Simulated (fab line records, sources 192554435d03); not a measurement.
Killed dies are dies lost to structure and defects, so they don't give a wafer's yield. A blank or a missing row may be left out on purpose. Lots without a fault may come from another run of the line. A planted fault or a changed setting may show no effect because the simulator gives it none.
fab line records | flow n5_finfet
record lots=11 wafers=27 last_day=20
route steps=1938 shown MOL_CONTACT_COAG@540 BEOL_M4@1111 PASSIVATION@1936
lots that met no fault: from a run of the same line without faults
start_h: hours from the record's first day to the start of the lot's first wafer shown | wait_h: hours since the lot's step before | " the same as in the row above | L1.1+2: a row that stands for several wafers | - no value, or no start given | * or withheld: withheld | < > ~ a bound
route shown NAME@n: a module of which the file shows steps, and the number in the route of the first | usual: mean/standard deviation of fault-free wafers | same: alike in all rows | chamber/n: place in a boat | sites: the reading at each site | _std_site: their standard deviation | _edge_site: outer sites' mean less inner sites' | radius_mm: how far each site lies from the wafer's centre | mask NAME#n: copy n | behind: the tool/chamber that last shaped the wafer | hold: why the lot was held/for how many hours/how that ended | device: the transistor (n, p or np) that didn't switch | end of line: the same wafers' tests at the end of the route | a step without rows: its recipe alone | killed: dies lost to structure and defects at the first sort, not the wafer's yield | map: a wafer's dies, x killed, . not, _ none there
set.NAME: the setting as run; set.NAME@STEP: as run at that earlier step | model.NAME: the simulator's own value behind a step, which no gauge read
steps of the route over a sample of lots; a table a step, a row a wafer
services: from which hour (start_h, from the record's first day; less than 0 if before it) a tool's chamber was out of use, for how many hours, and why
## steps
# step N5_MOL_CONTACT_COAG_CD_MEAS_99
# recipe target_cd_nm=17.2 polarity=opening
# usual cd_nm=17.4/0.42
# columns lot.wafer tool chamber start_h wait_h cd_nm
L508.2 cd_sem-01 - 95.39 - 17.3
L508.4 " - " " 18.0
L508.6 " - " " 17.2
L511.2 cd_sem-03 - 110.12 - 17.7
L511.4 " - " " 17.4
L511.5 " - " " 17.7
L514.4 cd_sem-03 - 130.73 - 17.5
L515.2 cd_sem-02 - 138.05 - 17.1
L516.6 cd_sem-03 - 140.94 - 17.6
L519.3 cd_sem-03 - 161.25 - 17.9
L519.4 " - " " 16.5
L519.5 " - " " 17.6
L520.3 cd_sem-03 - 172.90 - 16.2
L520.5 " - " " 16.5
L520.6 " - " " 17.6
L525.2 cd_sem-03 - 196.33 - 17.0
L525.5 " - " " 17.9
L525.6 " - " " 18.1
L526.1 cd_sem-03 - 200.63 - 17.2
L526.4 " - " " 16.9
L526.5 " - " " 16.5
L527.1 cd_sem-02 - 207.15 - 17.7
L527.5 " - " " 18.1
L527.6 " - " " 17.1
L530.1 cd_sem-03 - 227.38 - 18.2
L530.2 " - " " 16.2
L530.3 " - " " 16.7
# step N5_MOL_CONTACT_COAG_ALD_20
# recipe material=TiN target_thk_a=15 temp_c=400 ald_precursor_family=TiCl4 ald_co_reactant=NH3 pulse_time_s=1 purge_time_s=3 co_reactant_purge_time_s=2 co_reactant_pulse_time_s=2 ald_cycles=68 pressure_torr=3
# usual heater_power_w=891/93 precursor_pulse_height_rel=1.001/0.02 susceptor_temp_C=400.00/0.23
# columns lot.wafer tool chamber start_h wait_h heater_power_w precursor_pulse_height_rel susceptor_temp_C
L508.2 ald_metal-03 0 96.13 0.1 800 1.021 399.70
L508.4 " 1 " " 836 0.988 399.87
L508.6 " 1 " " 797 0.996 400.33
L511.2 ald_metal-02 2 110.81 0.1 834 0.998 400.22
L511.4 " 1 " " 1207 1.016 399.76
L511.5 " 0 " " 920 0.986 399.67
L514.4 ald_metal-03 1 132.04 0.1 800 1.005 400.05
L515.2 ald_metal-01 1 139.00 0.1 916 1.031 400.05
L516.6 ald_metal-03 1 143.14 0.2 833 1.044 399.99
L519.3 ald_metal-03 3 162.42 0.1 843 0.990 400.04
L519.4 " 1 " " 820 1.030 399.81
L519.5 " 1 " " 820 0.967 399.87
L520.3 ald_metal-01 3 173.51 0.1 921 0.971 400.26
L520.5 " 2 " " 937 0.992 400.38
L520.6 " 1 " " 898 0.984 400.03
L525.2 ald_metal-03 1 199.51 0.1 833 1.006 400.41
L525.5 " 0 " " 801 0.992 399.83
L525.6 " 3 " " 840 1.053 400.35
L526.1 ald_metal-02 1 201.25 0.1 1163 0.992 399.91
L526.4 " 1 " " 1180 1.033 400.12
L526.5 " 3 " " 907 0.981 399.77
L527.1 ald_metal-03 3 207.81 0.1 800 0.977 400.09
L527.5 " 3 " " 830 0.972 399.91
L527.6 " 0 " " 800 0.976 400.35
L530.1 ald_metal-02 3 227.97 0.1 879 0.965 399.86
L530.2 " 2 " " 838 0.993 400.23
L530.3 " 1 " " 1199 1.034 400.07
# step N5_MOL_CONTACT_COAG_PRE_CLEAN_142
# recipe gas=H2/He time_s=60 temp_c=300
# usual heater_power_w=481/48 susceptor_temp_C=299.99/0.21
# same time_s=60
# columns lot.wafer tool chamber start_h wait_h heater_power_w susceptor_temp_C
L508.2 pvd_sputter-01 - 100.12 1.6 523 299.86
L508.4 " - " " 468 299.85
L508.6 " - " " 481 300.06
L511.2 pvd_sputter-03 - 115.36 1.2 439 300.44
L511.4 " - " " 528 300.25
L511.5 " - " " 454 299.92
L514.4 pvd_sputter-03 - 136.52 2.0 442 299.72
L515.2 pvd_sputter-03 - 143.15 1.8 445 300.00
L516.6 pvd_sputter-02 - 149.45 3.2 367 300.10
L519.3 pvd_sputter-03 - 167.00 1.9 541 299.86
L519.4 " - " " 436 300.13
L519.5 " - " " 525 299.63
L520.3 pvd_sputter-01 - 179.43 2.8 536 300.09
L520.5 " - " " 489 299.84
L520.6 " - " " 539 299.99
L525.2 pvd_sputter-01 - 202.75 1.3 522 300.10
L525.5 " - " " 498 299.64
L525.6 " - " " 493 299.51
L526.1 pvd_sputter-03 - 205.36 1.3 526 300.10
L526.4 " - " " 447 300.40
L526.5 " - " " 525 300.02
L527.1 pvd_sputter-01 - 210.83 1.3 487 299.95
L527.5 " - " " 481 300.33
L527.6 " - " " 535 300.17
L530.1 pvd_sputter-03 - 232.30 2.3 528 300.25
L530.2 " - " " 460 299.90
L530.3 " - " " 449 299.82
# step N5_MOL_CONTACT_COAG_CMP_23
# recipe stop_on=SiO2 t_overpolish_s=1.5 post_cmp_clean=cu_alkaline down_force_psi=2 platen_rpm=50.289 pad_velocity_m_s=1.0006 target_thk_nm=0
# usual head_pressure_psi=2.000/0.004 motor_current_A=8.0/0.54 overpolish_run_s=1.501/0.0087 time_to_endpoint_s=10.0/2
# columns lot.wafer tool chamber start_h wait_h head_pressure_psi motor_current_A overpolish_run_s time_to_endpoint_s
L508.2 cmp-02 0 100.37 0.0 2.006 7.9 1.517 11.7
L508.4 " 2 " " 2.001 8.4 1.498 7.4
L508.6 " 1 " " 1.999 7.8 1.495 10.3
L511.2 cmp-03 1 115.63 0.0 1.992 7.5 1.510 7.9
L511.4 " 2 " " 2.005 7.5 1.494 9.5
L511.5 " 2 " " 1.994 7.1 1.499 8.0
L514.4 cmp-03 0 136.84 0.1 1.833 7.8 1.503 13.8
L515.2 cmp-03 0 143.43 0.1 1.833 8.3 1.499 10.6
L516.6 cmp-03 0 149.81 0.2 1.831 8.1 1.506 12.1
L519.3 cmp-02 2 167.24 0.0 1.996 8.2 1.481 7.9
L519.4 " 1 " " 2.001 7.5 1.500 8.6
L519.5 " 2 " " 2.006 8.0 1.498 6.5
L520.3 cmp-04 0 179.67 0.0 2.000 9.6 1.493 9.4
L520.5 " 0 " " 2.001 9.9 1.497 9.8
L520.6 " 1 " " 2.000 7.7 1.500 7.6
L525.2 cmp-02 1 203.07 0.1 1.993 8.1 1.497 9.2
L525.6 " 3 " " 1.998 7.8 1.510 7.1
L525.5 " 0 " " 2.008 7.8 1.492 8.1
L526.1 cmp-02 1 205.64 0.1 1.995 7.9 1.496 11.6
L526.4 " 2 " " 2.005 8.3 1.509 7.9
L526.5 " 0 " " 2.003 8.4 1.514 9.7
L527.1 cmp-04 3 211.18 0.1 1.999 7.7 1.506 8.3
L527.6 " 2 " " 2.002 7.9 1.498 7.1
L527.5 " 3 " " 1.997 7.8 1.507 7.9
L530.1 cmp-04 0 233.03 0.5 1.998 8.9 1.490 9.5
L530.3 " 1 " " 2.009 8.0 1.495 9.3
L530.2 " 2 " " 2.005 8.0 1.488 9.0
# step N5_BEOL_M4_RC_MEAS_101
# usual DIBL_N=36.7/1.8 DIBL_P=37.0/2.4 IOFF_N=0.17/0.036 IOFF_P=0.22/0.042 ION_N=673/12 ION_P=462/8.5 RS_NWELL=1036/7.1 SS_N=71.7/0.62 SS_P=73.4/0.65 VT_N=250/3.7 VT_P=-250/3.7
# columns lot.wafer tool chamber start_h wait_h DIBL_N[mV/V] DIBL_P[mV/V] IOFF_N[nA/um] IOFF_P[nA/um] ION_N[uA/um] ION_P[uA/um] RS_NWELL[ohm/sq] SS_N[mV/dec] SS_P[mV/dec] VT_N[mV] VT_P[mV]
L508.2 prober-02 0 188.56 0.2 38.5 39.0 0.19 0.25 671 461 1038 71.5 73.3 250 -250
L508.4 " 0 " " 38.2 39.0 0.21 0.24 675 460 1027 71.9 74.6 245 -250
L508.6 " 0 " " 37.8 37.4 0.19 0.22 667 457 1032 72.0 73.4 250 -249
L511.2 prober-02 0 214.95 0.2 34.1 34.9 0.11 0.15 642 447 1053 71.1 73.3 257 -253
L511.4 " 0 " " 36.1 36.7 0.13 0.18 654 443 1049 71.3 72.7 257 -252
L511.5 " 0 " " 33.6 34.7 0.11 0.15 647 446 1042 70.5 72.5 256 -255
L514.4 prober-02 0 224.60 0.5 33.3 33.2 0.12 0.17 663 460 1965 71.1 72.6 254 -251
L515.2 prober-02 0 233.76 0.2 41.1 41.1 0.24 0.27 692 467 1926 72.5 73.7 244 -251
L516.6 prober-01 0 238.48 0.8 37.8 37.7 0.20 0.28 672 474 1926 71.9 73.1 245 -243
L519.3 prober-01 0 262.71 0.3 36.3 38.6 0.17 0.25 680 468 1037 71.7 74.3 246 -247
L519.4 " 0 " " 31.7 31.5 0.10 0.15 651 457 1029 69.3 72.0 256 -250
L519.5 " 0 " " 38.1 40.0 0.20 0.28 668 464 1036 72.6 74.5 248 -248
L520.3 prober-01 0 271.27 0.3 34.9 37.2 0.14 0.22 669 465 1022 70.8 73.9 252 -251
L520.5 " 0 " " 35.1 36.2 0.13 0.19 664 460 1027 71.2 74.0 255 -253
L520.6 " 0 " " 34.5 36.0 0.13 0.19 674 463 1038 71.3 73.4 250 -253
L525.2 prober-02 0 287.12 0.2 38.5 35.5 0.19 0.22 677 463 1031 73.4 73.6 249 -246
L525.5 " 0 " " 36.2 32.7 0.14 0.17 662 453 1033 71.1 72.6 253 -251
L525.6 " 0 " " 35.7 33.9 0.16 0.20 686 471 1037 71.4 72.8 250 -249
L527.1 prober-01 0 300.55 0.0 35.7 34.9 0.15 0.19 678 461 1036 71.4 73.1 251 -249
L527.5 " 0 " " 36.7 36.2 0.17 0.22 686 464 1041 71.0 73.8 250 -249
L527.6 " 0 " " 32.1 30.0 0.10 0.14 662 456 1024 70.7 72.4 256 -255
L526.1 prober-02 0 300.73 0.0 39.0 38.1 0.20 0.21 679 459 1033 72.0 72.6 248 -252
L526.4 " 0 " " 38.3 37.9 0.18 0.22 678 469 1035 72.0 73.0 247 -251
L526.5 " 0 " " 39.3 38.2 0.21 0.22 677 456 1039 72.1 73.0 248 -249
L530.1 prober-01 0 355.73 0.0 36.6 36.4 0.15 0.19 669 454 1027 71.8 72.8 251 -252
L530.2 " 0 " " 36.8 35.9 0.16 0.20 682 464 1031 71.9 73.6 248 -253
L530.3 " 0 " " 35.9 35.0 0.14 0.18 670 455 1026 71.6 73.4 251 -254
# step N5_PASSIVATION_PROBE_49
# usual defect_limited_yield=91.1/1.4 killed_at_M0_to_M3=32/9.3 killed_at_M4_up=13/5.8 killed_at_contacts=12/6.3 killed_at_front_end=44/12 killed_at_other=3.6/2.7 killed_dies=104/17 killed_open=69/13 killed_short=34/6.9 sort_bin_5_function=5.2/0.98 sort_bin_6_memory=3.3/0.59 sort_bin_8_speed=0.01/0.039 sort_n_pass=1075/17 sort_yield_pct=91.1/1.4
# same gross_dies=1180 killed_at_back_side=0 sort_bin_4_leakage[%]=0
# columns lot.wafer tool chamber start_h wait_h defect_limited_yield[%] killed_at_M0_to_M3 killed_at_M4_up killed_at_contacts killed_at_front_end killed_at_other killed_dies killed_open killed_short sort_bin_5_function[%] sort_bin_6_memory[%] sort_bin_8_speed[%] sort_n_pass sort_yield_pct[%]
L508.2 prober-01 - 292.65 0.1 90.6 20 17 11 62 1 111 74 32 5.3 3.4 0 1069 90.6
L508.4 prober-01 - 292.75 0.2 91.0 33 11 6 54 2 106 67 38 5.8 3.1 0 1074 91.0
L508.6 prober-01 - 292.85 0.3 92.9 31 18 13 21 1 84 57 26 4.1 2.8 0 1096 92.9
L514.4 prober-01 - 332.81 0.2 90.7 38 13 6 43 10 110 69 36 5.6 3.3 0 1070 90.7
L516.6 prober-02 - 340.57 0.3 91.5 41 11 11 35 2 100 55 45 4.1 3.6 0 1080 91.5
L515.2 prober-01 - 341.14 0.1 89.6 41 6 17 53 6 123 91 32 6.5 3.4 0 1057 89.6
L519.3 prober-02 - 360.90 0.1 92.3 34 25 9 23 0 91 53 36 4.8 2.6 0 1089 92.3
L519.4 prober-02 - 360.95 0.2 92.0 29 17 8 39 1 94 58 35 5.0 2.8 0 1086 92.0
L519.5 prober-02 - 361.00 0.2 89.9 35 22 5 56 1 119 78 39 5.7 4.2 0 1061 89.9
L520.3 prober-01 - 375.41 0.1 87.7 25 14 20 82 4 145 101 44 7.5 4.7 0 1035 87.7
L520.5 prober-01 - 375.51 0.2 91.9 33 10 10 38 5 96 56 39 4.9 3.0 0 1084 91.9
L525.2 prober-01 - 392.20 0.1 92.1 33 11 14 30 5 93 63 30 4.4 3.2 0 1087 92.1
L525.5 prober-01 - 392.35 0.2 91.7 26 15 19 32 6 98 69 29 5.3 3.0 0 1082 91.7
L525.6 prober-01 - 392.40 0.3 88.7 43 17 14 57 2 133 94 39 6.7 4.3 0 1047 88.7
L526.1 prober-02 - 396.18 0.0 89.9 48 17 7 37 10 119 90 27 5.8 4.1 0 1061 89.9
L526.4 prober-02 - 396.33 0.2 92.0 26 7 10 44 7 94 62 31 4.0 3.6 0 1086 92.0
L526.5 prober-02 - 396.38 0.2 91.9 30 13 18 25 10 96 61 31 4.8 3.0 0 1084 91.9
L527.1 prober-01 - 418.77 0.0 92.4 31 13 11 32 3 90 54 32 4.3 2.7 0 1090 92.4
L527.5 prober-01 - 418.97 0.2 93.0 29 11 8 32 3 83 55 24 4.2 2.5 0 1097 93.0
L527.6 prober-01 - 419.02 0.3 93.8 18 7 12 33 3 73 51 21 3.6 2.4 0 1107 93.8
# killed by level:class
L508.2 FIN_SAQP:geometric_particle:open=20 BEOL_M4:geometric_particle:open=11 FIN_SAQP:geometric_particle:short=9 MOL_CONTACT_COAG:geometric_particle:open=8 STI_FIN_REVEAL:geometric_particle:open=5 DUMMY_GATE:geometric_particle:open=4 BEOL_M0_SAQP:geometric_particle:open=4 HKMG_FIN:area_etch=4
L508.4 FIN_SAQP:geometric_particle:short=14 STI_FIN_REVEAL:geometric_particle:open=11 FIN_SAQP:geometric_particle:open=9 BEOL_M3:geometric_particle:open=9 BEOL_M0_SAQP:geometric_particle:open=7 MOL_CONTACT_COAG:geometric_particle:open=5 STARTING-WAFER:geometric_particle:open=5 GATE_CUT:geometric_particle:short=4
L508.6 MOL_CONTACT_COAG:geometric_particle:open=10 BEOL_M3:geometric_particle:open=8 BEOL_M4:geometric_particle:open=7 BEOL_M0_SAQP:geometric_particle:open=5 STI_FIN_REVEAL:geometric_particle:open=4 GATE_CUT:geometric_particle:short=4 BEOL_M0:geometric_particle:short=4 BEOL_M7:geometric_particle:open=4
L514.4 STI_FIN_REVEAL:geometric_particle:open=10 DUMMY_GATE:geometric_particle:open=10 BEOL_M1:geometric_particle:open=6 BEOL_M2:geometric_particle:open=6 BEOL_M3:geometric_particle:open=6 MOL_CONTACT_COAG:geometric_particle:open=5 BEOL_M0:geometric_particle:open=5 MIM_TOP_ETCH:geometric_particle:short=5
L516.6 FIN_SAQP:geometric_particle:short=13 BEOL_M0_SAQP:geometric_particle:open=10 BEOL_M0_SAQP:geometric_particle:short=8 MOL_CONTACT_COAG:geometric_particle:open=6 BEOL_M2:geometric_particle:open=6 BEOL_M3:geometric_particle:open=6 FIN_SAQP:geometric_particle:open=5 MOL_CONTACT_COAG:geometric_particle:short=5
L515.2 MOL_CONTACT_COAG:geometric_particle:open=16 STI_FIN_REVEAL:geometric_particle:open=10 FIN_SAQP:geometric_particle:open=9 BEOL_M3:geometric_particle:open=8 BEOL_M1:geometric_particle:open=7 BEOL_M2:geometric_particle:open=7 FIN_SAQP:geometric_particle:short=6 BEOL_M0_SAQP:geometric_particle:open=6
L519.3 BEOL_M4:geometric_particle:open=14 BEOL_M0_SAQP:geometric_particle:short=11 MOL_CONTACT_COAG:geometric_particle:open=7 BEOL_M0_SAQP:geometric_particle:open=7 BEOL_M2:geometric_particle:open=6 FIN_SAQP:geometric_particle:open=5 STI_FIN_REVEAL:geometric_particle:open=5 BEOL_M2:geometric_particle:short=5
L519.4 FIN_SAQP:geometric_particle:short=14 FIN_SAQP:geometric_particle:open=10 BEOL_M4:geometric_particle:open=10 BEOL_M0_SAQP:geometric_particle:open=8 STI_FIN_REVEAL:geometric_particle:open=7 MOL_CONTACT_COAG:geometric_particle:open=6 BEOL_M2:geometric_particle:open=6 BEOL_M0_SAQP:geometric_particle:short=4
L519.5 FIN_SAQP:geometric_particle:open=19 BEOL_M1:geometric_particle:short=10 FIN_SAQP:geometric_particle:short=9 STI_FIN_REVEAL:geometric_particle:open=9 BEOL_M0_SAQP:geometric_particle:open=9 BEOL_M4:geometric_particle:open=9 DUMMY_GATE:geometric_particle:open=5 BEOL_M2:geometric_particle:open=5
L520.3 STI_FIN_REVEAL:geometric_particle:open=25 MOL_CONTACT_COAG:geometric_particle:open=15 BEOL_M3:geometric_particle:open=13 FIN_SAQP:geometric_particle:short=9 ILD0:geometric_particle:open=9 FIN_SAQP:geometric_particle:open=8 DUMMY_GATE:geometric_particle:open=6 ILD0:geometric_particle:short=5
L520.5 BEOL_M0_SAQP:geometric_particle:short=10 MOL_CONTACT_COAG:geometric_particle:open=9 FIN_SAQP:geometric_particle:short=8 BEOL_M2:geometric_particle:open=8 STI_FIN_REVEAL:geometric_particle:open=6 BEOL_M3:geometric_particle:open=5 BEOL_M4:geometric_particle:open=5 GATE_CUT:geometric_particle:short=4
L525.2 BEOL_M3:geometric_particle:open=12 MOL_CONTACT_COAG:geometric_particle:open=11 FIN_SAQP:geometric_particle:open=7 FIN_SAQP:geometric_particle:short=6 BEOL_M0_SAQP:geometric_particle:short=6 DUMMY_GATE:geometric_particle:open=5 BEOL_M0_SAQP:geometric_particle:open=4 BEOL_M2:geometric_particle:open=4
L525.5 MOL_CONTACT_COAG:geometric_particle:open=13 BEOL_M3:geometric_particle:open=8 FIN_SAQP:geometric_particle:short=6 BEOL_M4:geometric_particle:open=6 MOL_CONTACT_COAG:geometric_particle:short=6 BEOL_M2:geometric_particle:open=6 STI_FIN_REVEAL:geometric_particle:open=5 FIN_SAQP:geometric_particle:open=4
L525.6 FIN_SAQP:geometric_particle:open=13 BEOL_M0_SAQP:geometric_particle:short=11 MOL_CONTACT_COAG:geometric_particle:open=10 BEOL_M4:geometric_particle:open=10 STI_FIN_REVEAL:geometric_particle:open=9 BEOL_M0_SAQP:geometric_particle:open=9 DUMMY_GATE:geometric_particle:open=7 BEOL_M3:geometric_particle:open=7
L526.1 BEOL_M2:geometric_particle:open=14 STI_FIN_REVEAL:geometric_particle:open=12 BEOL_M4:geometric_particle:open=11 BEOL_M0:geometric_particle:open=11 BEOL_M3:geometric_particle:open=11 FIN_SAQP:geometric_particle:short=7 MOL_CONTACT_COAG:geometric_particle:open=6 DUMMY_GATE:geometric_particle:open=4
L526.4 FIN_SAQP:geometric_particle:open=10 FIN_SAQP:geometric_particle:short=9 MOL_CONTACT_COAG:geometric_particle:open=9 BEOL_M2:geometric_particle:open=7 DUMMY_GATE:geometric_particle:open=5 BEOL_M0_SAQP:geometric_particle:open=5 BEOL_M3:geometric_particle:open=4 PAD_METAL:geometric_particle:short=4
L526.5 MOL_CONTACT_COAG:geometric_particle:open=14 FIN_SAQP:geometric_particle:open=8 BEOL_M4:geometric_particle:open=7 BEOL_M2:geometric_particle:open=7 MIM_BOT:geometric_particle:short=6 FIN_SAQP:geometric_particle:short=5 BEOL_M0_SAQP:geometric_particle:open=5 BEOL_M5:geometric_particle:open=5
L527.1 FIN_SAQP:geometric_particle:open=12 BEOL_M2:geometric_particle:open=10 MOL_CONTACT_COAG:geometric_particle:open=7 BEOL_M0_SAQP:geometric_particle:open=7 BEOL_M0_SAQP:geometric_particle:short=7 FIN_SAQP:geometric_particle:short=4 STI_FIN_REVEAL:geometric_particle:short=4 STI_FIN_REVEAL:geometric_particle:open=3
L527.5 BEOL_M2:geometric_particle:open=12 STI_FIN_REVEAL:geometric_particle:open=10 BEOL_M0_SAQP:geometric_particle:short=8 MOL_CONTACT_COAG:geometric_particle:open=5 BEOL_M0_SAQP:geometric_particle:open=4 BEOL_M1:geometric_particle:open=4 FIN_SAQP:geometric_particle:open=3 FIN_SAQP:geometric_particle:short=3
L527.6 FIN_SAQP:geometric_particle:open=11 MOL_CONTACT_COAG:geometric_particle:open=11 FIN_SAQP:geometric_particle:short=5 BEOL_M0:geometric_particle:open=4 BEOL_M4:geometric_particle:open=4 ILD0:geometric_particle:short=3 BEOL_M2:geometric_particle:open=3 BEOL_M3:geometric_particle:open=3
## services
# columns tool chamber start_h hours kind
cmp-04 - 94.88 1.7 repair
cmp-02 - 96.15 0.2 repair
cmp-03 - 98.68 2.0 repair
pvd_sputter-01 - 103.02 8.4 repair
ald_metal-01 1 108.04 4.5 repair
cmp-02 - 112.12 4.4 pm
pvd_sputter-01 - 119.50 1.5 repair
ald_metal-03 - 121.82 2.0 repair
ald_metal-02 - 127.18 2.0 repair
ald_metal-02 - 129.21 8.7 pm
cmp-04 - 141.14 4.0 pm
cmp-04 - 145.14 - consumable_replace:conditioner
cmp-04 - 145.14 - consumable_replace:pad
cmp-02 - 150.48 1.0 repair
ald_metal-02 2 184.95 24.6 repair
cmp-03 - 185.38 1.5 repair
cmp-03 - 190.72 0.2 repair
ald_metal-02 0 206.00 27.8 repair
cmp-03 - 210.84 0.7 repair
cmp-03 - 224.37 63.0 repair
cmp-02 - 224.86 4.0 pm
cmp-02 - 228.86 - consumable_replace:conditioner
cmp-02 - 228.86 - consumable_replace:pad
ald_metal-03 3 229.57 6.1 repair
## key
first_sign step=N5_MOL_CONTACT_COAG_CMP_23 reading=head_pressure_psi direction=down sigmas=42 usual=2.000 struck=1.832
effect step=N5_BEOL_M4_RC_MEAS_101 reading=RS_NWELL direction=up sigmas=99+ usual=1036 struck=1939
met_at N5_MOL_CONTACT_COAG_CMP_23
struck_lots L514,L515,L516
struck_wafers L514.4,L515.2,L516.6
not_acting_at N5_MOL_CONTACT_COAG_CD_MEAS_99,N5_MOL_CONTACT_COAG_ALD_20,N5_MOL_CONTACT_COAG_PRE_CLEAN_142
earlier_fault kind=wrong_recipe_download tool=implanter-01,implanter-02 chamber=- onset_h=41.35 steps=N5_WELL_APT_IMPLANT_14 wrong_recipe.not_listed=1
fault kind=process_parameter_drift tool=cmp-03 chamber=0 onset_h=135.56 steps=N5_MOL_CONTACT_COAG_CMP_23 channel=down_force_psi offset=-0.16947 shape=step acts_in=these_recipes_only stated=2
